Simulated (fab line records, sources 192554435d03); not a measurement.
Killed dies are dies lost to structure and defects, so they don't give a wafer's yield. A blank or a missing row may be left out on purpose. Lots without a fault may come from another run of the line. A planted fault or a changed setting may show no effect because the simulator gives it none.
A struck lot beside a sound one | flow n5_finfet | 16 steps out of a route of 1938
Sound: wafers L848.3, L848.4, L848.6. Struck: wafer L857.6. (L857.2 of the same lot was not struck and is left out.) The cause comes at the end.
At each step with rows: each side's tool, then ch and its chambers, then its first start. Under that, the readings that differ: sound wafers | struck wafers | difference of the means | sigmas: that difference in standard deviations of wafers without a fault.
alike: readings whose means differ by less than 2 such deviations, and words and numbers that are the same on both sides. not compared: withheld readings, readings that some wafer has no value for, bounds like >300 that may hide the same value, and numbers for which the record gives no deviation and whose values overlap.
The two part at a step that has a row with sigmas, a row that says differs or no value, or rows on one side only. Numbers that don't overlap but have no deviation are shown without sigmas and don't part them. A reading that every wafer of one side lacks parts them only if that side has two wafers or more.

N5_BEOL_M4_DESCUM_33: chemistry O2, time 7 s.
  sound on rie_diel-03 ch 0,2, day 8 06:23; struck on rie_diel-01 ch 3, day 10 14:03
  alike: drypump_motor_current_A, oes_product_au, rf_vpp_V, showerhead_plenum_p_Torr, throttle_valve_pct
  not compared: rf_hours_counter_h
N5_BEOL_M4_ETCH_77: etches underlayer in N2/H2, target depth 6.5 nm, time 5.2 s.
  sound on rie_diel-03 ch 0,2, day 8 06:25; struck on rie_diel-01 ch 3, day 10 14:05
  alike: drypump_motor_current_A, etch_rf_on_time_s, oes_product_au, rf_vpp_V, showerhead_plenum_p_Torr, throttle_valve_pct
  not compared: rf_hours_counter_h
then, 2 steps without rows for these wafers: N5_BEOL_M4_ETCH_69 (etches SiARC in CF4, target depth 15.6 nm, time 26 s); N5_BEOL_M4_ALD_98 (deposits SiO2, target thk 2.5 nm, pulse time 1 s, co reactant pulse time 1 s).
N5_BEOL_M4_ETCHBACK_99: etches SiO2 in CHF3, target depth 5 nm, time 10.4 s.
  sound on rie_diel-04 ch 0,1,3, day 8 08:24; struck on rie_diel-01 ch 3, day 10 14:23
  reading      | sound       | struck | difference | sigmas
  rf_vpp_V (V) | 232 237 242 | 257    | +20        | +3
  alike: drypump_motor_current_A, oes_product_au, showerhead_plenum_p_Torr, throttle_valve_pct
  not compared: rf_hours_counter_h
N5_BEOL_M4_ETCH_70: etches SOC in N2/H2, target depth 80 nm, overetch 24 nm, time 130 s.
  sound on rie_diel-04 ch 0,1,3, day 8 08:26; struck on rie_diel-01 ch 3, day 10 14:25
  alike: drypump_motor_current_A, oes_product_au, rf_vpp_V, showerhead_plenum_p_Torr, throttle_valve_pct
  not compared: rf_hours_counter_h
then, 2 steps without rows for these wafers: N5_BEOL_M4_STRIP_71 (strips in N2/H2); N5_BEOL_M4_STRIP_78 (strips in N2/H2).
N5_BEOL_M4_VIA_ETCH_34: etches the open film in C4F6/O2, target depth 69.4 nm, time 65.9 s.
  sound on rie_diel-04 ch 0,1,3, day 8 08:32; struck on rie_diel-01 ch 3, day 10 14:31
  reading      | sound       | struck | difference | sigmas
  rf_vpp_V (V) | 640 654 666 | 711    | +58        | +3
  alike: O2_flow_sccm, drypump_motor_current_A, oes_o_777_au, oes_product_au, showerhead_plenum_p_Torr, throttle_valve_pct
  not compared: rf_hours_counter_h
then, 3 steps without rows for these wafers: N5_BEOL_M4_STRIP_83 (strips in C4F6/O2); N5_BEOL_M4_STRIP_36 (strips in N2/H2); N5_BEOL_M4_TRENCH_ETCH_37 (etches SiOC in C4F6/O2, target depth 55.555 nm, time 29.2 s).
N5_BEOL_M4_ETCH_41: etches SiCN in CH3F/O2, target depth 29.9 nm, time 52.5 s.
  sound on rie_diel-04 ch 0,1,3, day 8 08:41; struck on rie_diel-01 ch 3, day 10 14:39
  reading                  | sound             | struck | difference | sigmas
  O2_flow_sccm (sccm)      | 20.07 20.04 19.99 | 19.85  | -0.18      | -3
  oes_product_au (a.u.)    | 0.89 0.71 0.86    | 0.99   | +0.17      | +2
  model.etch.depth_nm (nm) | 19.69 20.35 19.98 | 31.66  | +11.65     |
  alike: drypump_motor_current_A, rf_vpp_V, showerhead_plenum_p_Torr, throttle_valve_pct
  not compared: rf_hours_counter_h
then, 1 step without rows for these wafers: N5_BEOL_M4_STRIP_97 (strips in N2/H2, time 10 s).
N5_BEOL_M4_RC_MEAS_101:
  sound on prober-02 ch 0, day 8 13:31; struck on prober-02 ch 0, day 10 19:23
  alike: DIBL_N, DIBL_P, IOFF_N, IOFF_P, ION_N, ION_P, SS_N, SS_P, VT_N, VT_P
N5_PASSIVATION_PROBE_49:
  the record has rows for the sound wafers here (prober-02, day 12 21:05) and none for the struck ones

WHERE THEY PART
First at N5_BEOL_M4_ETCHBACK_99; last, within this record, at N5_PASSIVATION_PROBE_49.

WHY: what the simulator had put in
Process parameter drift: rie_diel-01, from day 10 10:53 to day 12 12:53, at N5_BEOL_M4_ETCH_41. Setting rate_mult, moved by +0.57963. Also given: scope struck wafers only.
